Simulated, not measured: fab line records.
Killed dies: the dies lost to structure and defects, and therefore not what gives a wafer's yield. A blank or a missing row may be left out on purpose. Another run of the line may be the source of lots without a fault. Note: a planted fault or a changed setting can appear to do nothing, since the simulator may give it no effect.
Split-lot study    flow n5Finfet    39 wafers read across 7 lots, on a route 1938 steps long

## THE SPLIT
At N5_SD_EPI_P_ETCH_16 (etches SiO2 in CHF3/O2, target depth 5 nm), the setting targetDepthA was moved away from the recipe's 50 angstrom on 18 of the 39 wafers read, by -5.2% to +12.8%. All remaining wafers had this setting at the recipe value.

Reading taken at the split's own step.

## THE READING
etch.depthNm (the simulator's own value, which no gauge read), in nm, at N5_SD_EPI_P_ETCH_16 (etches SiO2 in CHF3/O2, target depth 5 nm). No usual value for it is given in the file. Here, 21 wafers ran the recipe; their average is 4.970 nm with a standard deviation of 0.075 nm.

wafer   tool, chamber at the split  targetDepthA as run, angstrom  against the recipe  etch.depthNm, nm  against lot-mates on the recipe
L076.1  rieDiel-05, 3               50                             recipe              4.785             -
L076.2  rieDiel-05, 2               55.86                          +11.7%              5.535             +0.656
L076.3  rieDiel-05, 1               55.86                          +11.7%              5.425             +0.546
L076.4  rieDiel-05, 0               50                             recipe              5.049             -
L076.5  rieDiel-05, 3               50                             recipe              4.802             -
L076.6  rieDiel-05, 2               55.86                          +11.7%              5.483             +0.604
L077.1  rieDiel-05, 1               50                             recipe              4.897             -
L077.2  rieDiel-05, 2               50                             recipe              5.005             -
L077.3  rieDiel-05, 3               54.42                          +8.8%               5.256             +0.281
L077.4  rieDiel-05, 0               50                             recipe              5.022             -
L077.5  rieDiel-05, 0               54.42                          +8.8%               5.536             +0.561
L077.6  rieDiel-05, 3               54.42                          +8.8%               5.252             +0.277
L084.1  rieDiel-01, 2               50                             recipe              4.992             -
L084.2  rieDiel-01, 0               50                             recipe              5.035             -
L084.6  rieDiel-01, 3               50                             recipe              5.026             -
L087.1  rieDiel-06, 3               56.4                           +12.8%              5.764             +0.796
L087.2  rieDiel-06, 1               50                             recipe              4.905             -
L087.3  rieDiel-06, 0               56.4                           +12.8%              5.704             +0.736
L087.4  rieDiel-06, 0               50                             recipe              5.067             -
L087.5  rieDiel-06, 1               50                             recipe              4.932             -
L087.6  rieDiel-06, 3               56.4                           +12.8%              5.766             +0.798
L090.1  rieDiel-05, 3               53.8                           +7.6%               5.432             +0.483
L090.2  rieDiel-05, 2               50                             recipe              4.887             -
L090.3  rieDiel-05, 0               50                             recipe              4.973             -
L090.4  rieDiel-05, 1               53.8                           +7.6%               5.306             +0.357
L090.5  rieDiel-05, 0               53.8                           +7.6%               5.408             +0.459
L090.6  rieDiel-05, 3               50                             recipe              4.988             -
L094.1  rieDiel-01, 2               51.77                          +3.5%               5.123             +0.125
L094.2  rieDiel-01, 1               50                             recipe              5.022             -
L094.3  rieDiel-01, 3               50                             recipe              4.945             -
L094.4  rieDiel-01, 0               51.77                          +3.5%               5.14              +0.142
L094.5  rieDiel-01, 2               51.77                          +3.5%               5.103             +0.105
L094.6  rieDiel-01, 1               50                             recipe              5.026             -
L096.1  rieDiel-05, 0               50                             recipe              5.019             -
L096.2  rieDiel-05, 1               47.39                          -5.2%               4.606             -0.395
L096.3  rieDiel-05, 3               50                             recipe              4.981             -
L096.4  rieDiel-05, 2               47.39                          -5.2%               4.656             -0.345
L096.5  rieDiel-05, 0               50                             recipe              5.002             -
L096.6  rieDiel-05, 1               47.39                          -5.2%               4.591             -0.410

THE FIT
A straight line over all 39 wafers: etch.depthNm changes by +0.0533 nm for each +1% of targetDepthA; r = +0.96; the points scatter about the line by 0.089 nm.
The same after taking each lot's own level away (the mean of its wafers on the recipe; 39 wafers): +0.0564 nm for each +1%; r = +0.97; scatter 0.081 nm.
The reading moves by 0.72 nm for the largest change in targetDepthA, on that fit.
Measured against the standard deviation above, the lots' own levels, which go from 4.8787 to 5.0177 nm, span 1.9 times it.
The two slopes are in agreement: the lot-to-lot level therefore moves the slope only a little.
Check: for one of the wafers moved furthest among these (+12.8%), held out of the fit, the line's prediction against its lot-mates is +0.687 nm. It came out at +0.796 nm against them.

## FURTHER SPLITS ON THESE WAFERS
Note: prior to the reading, these wafers also went through further splits. Each is held against what the fit with the lots' levels taken away leaves over:
other split on the same wafers  wafers away from the commonest value  r with etch.depthNm (lot level and that fit taken away)
N5_FIN_SAQP_ETCH_52 sourceW     15                                    +0.18

## FILE'S OWN FIT
etch.depthNm changes by +0.0546 nm for each +1% of targetDepthA, r = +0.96.
